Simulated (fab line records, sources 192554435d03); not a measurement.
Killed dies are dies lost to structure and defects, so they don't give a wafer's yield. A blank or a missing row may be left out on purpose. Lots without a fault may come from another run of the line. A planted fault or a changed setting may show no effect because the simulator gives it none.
Chamber matching | flow n5_finfet | N5_PMOS_HMC_CHANNEL_EPI_STRIP_33 on rie_diel-01: 4 sister chambers
The step strips in N2/H2. 8 wafers are shown with their chamber, then 10 later ones without.

WAFERS WITH THEIR CHAMBER
wafer  | chamber | showerhead_plenum_p_Torr (Torr) | throttle_valve_pct (%)
L082.6 | 0       | 3.28                            | 19.11
L085.6 | 2       | 3.18                            | 19.69
L089.2 | 2       | 3.18                            | 19.74
L091.1 | 0       | 3.27                            | 19.16
L091.2 | 1       | 3.37                            | 18.99
L091.3 | 3       | 3.30                            | 19.17
L091.4 | 1       | 3.37                            | 18.94
L091.5 | 3       | 3.30                            | 19.20

WAFERS WITHOUT THEIR CHAMBER
wafer  | showerhead_plenum_p_Torr (Torr) | throttle_valve_pct (%)
L091.6 | 3.27                            | 19.15
L095.1 | 3.29                            | 19.20
L095.2 | 3.26                            | 19.12
L095.3 | 3.37                            | 18.98
L095.4 | 3.58                            | 19.31
L095.5 | 3.58                            | 19.31
L095.6 | 3.29                            | 19.17
L096.1 | 3.37                            | 18.97
L096.3 | 3.29                            | 19.22
L096.6 | 3.58                            | 19.32

WHICH CHAMBER EACH WENT THROUGH
wafer  | from the rows above     | in truth
L091.6 | 0                       | 0
L095.1 | can't be placed: 3 or 0 | 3
L095.2 | 0                       | 0
L095.3 | 1                       | 1
L095.4 | 1                       | 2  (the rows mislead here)
L095.5 | 1                       | 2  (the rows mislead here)
L095.6 | can't be placed: 3 or 0 | 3
L096.1 | 1                       | 1
L096.3 | can't be placed: 3 or 0 | 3
L096.6 | 1                       | 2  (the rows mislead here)
Placed correctly: 4 of 10. Can't be placed from these rows: 3 (the true chamber is among the candidates in 3). Placed wrongly: 3.
How it was worked out, from the rows above alone: a wafer's distance from a chamber is the root of the sum, over the readings, of the square of ((its reading less the chamber's mean) divided by the reading's scatter). The wafer belongs to the nearest chamber; if the next one is less than 2 further off, it can't be placed. A chamber's mean is the mean of its shown wafers. The scatter: the root of (the sum of the squares of (reading less its chamber's mean) over the shown wafers, divided by (wafers less chambers)).
